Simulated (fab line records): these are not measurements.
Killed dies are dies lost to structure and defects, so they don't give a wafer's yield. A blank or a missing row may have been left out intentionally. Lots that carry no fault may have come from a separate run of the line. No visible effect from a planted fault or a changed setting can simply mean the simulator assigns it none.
A lot that was struck, set against a sound lot    flow nand harc    14 steps out of a route of 1302
Sound: these wafers, L273.1, L273.2, L273.4. Wafers struck: L289.1, L289.4, L289.5. At the end, the cause is stated.
Each step with rows lists, per side, the tool, then ch with its chambers, then its first start. Under that, the readings that differ: sound wafers    struck wafers    difference of the means    sigmas: that difference in standard deviations of wafers without a fault.
alike: readings whose means differ by less than 2 such deviations, and words and numbers that are the same on both sides. not compared: withheld readings, readings that some wafer has no value for, bounds like >300 that may hide the same value, and numbers for which the record gives no deviation and whose values overlap.
The two part at a step that has a row with sigmas, a row that says differs or no value, or rows on one side only. Numbers that don't overlap but have no deviation are shown without sigmas and don't part them. A reading missing from all wafers of one side parts the sides only when that side holds two or more wafers.

NHARC_A_SOURCE_PLATE_THK_MEAS_09: measures by ellipsometry.
  sound: film metro-02 at day 10 06:56; struck: film metro-01 at day 16 18:58
  alike: thk nm
then, 3 steps without rows for these wafers: NHARC_A_SOURCE_PLATE_PVD_04 (deposits WSi2, target thk 50 nm); NHARC_A_SOURCE_PLATE_CVD_03 (deposits poly-Si, target thk 200 nm, time 4000 s); NHARC_A_SOURCE_PLATE_ANNEAL_05 (time 1800 s).
NHARC_A_SOURCE_PLATE_THK_MEAS_06: measures by ellipsometry.
  sound: film metro-01 at day 10 20:37; struck: film metro-01 at day 17 08:43
  alike: thk nm
NHARC_A_SOURCE_PLATE_INSPECT_08:
  sound: defect inspect-01 at day 10 20:41; struck: defect inspect-02 at day 17 08:48
  alike: raw defect count
then, 1 step without rows for these wafers: NHARC_A_ONON_D1_DEP_00 (target thk 1000 nm).
NHARC_A_ONON_D1_THK_MEAS_02: measures by ellipsometry.
  sound: film metro-01 at day 10 21:16; struck: film metro-01 at day 17 09:23
  alike: thk nm
then, 1 step without rows for these wafers: NHARC_A_ONON_D1_DEP_03 (target thk 1000 nm).
NHARC_A_ONON_D1_THK_MEAS_05: measures by ellipsometry.
  sound: film metro-02 at day 10 21:50; struck: film metro-02 at day 17 09:56
  alike: thk nm
NHARC_A_ONON_D1_DEP_06: target thk 1000 nm.
  sound on pecvd onon-01 ch 0, day 10 21:53; struck on pecvd onon-02 ch 0, day 17 10:00
reading               sound              struck             difference  sigmas
nh3 flow sccm (sccm)  497.9 496.4 498.9  501.7 501.0 499.4  +3.0        +2
  alike: susceptor temp C
NHARC_A_ONON_D1_THK_MEAS_08: measures by ellipsometry.
  sound: film metro-01 at day 10 22:24; struck: film metro-02 at day 17 10:31
reading      sound           struck          difference  sigmas
thk nm (nm)  1000 1000 1001  1648 1649 1648  +648        +59
then, 1 step without rows for these wafers: NHARC_A_ONON_D1_DEP_09 (target thk 1000 nm).
-- break in the record here, with 17 days between the starts of the struck wafers on either side (left off in module A_ONON_D1, picked up again in module END, where the first step shown is number 1302 on the route) --
NHARC_END_SORT_01:
  here the record holds rows for the struck wafers (prober-02 ch 0, day 33 22:57) but none for the sound ones

WHERE THEY PART
Earliest at NHARC_A_ONON_D1_DEP_06; latest, in this record, at NHARC_END_SORT_01.

WHY: the cause the simulator had injected
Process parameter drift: pecvd onon-02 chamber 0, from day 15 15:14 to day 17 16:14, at NHARC_A_ONON_D1_DEP_06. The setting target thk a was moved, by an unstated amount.
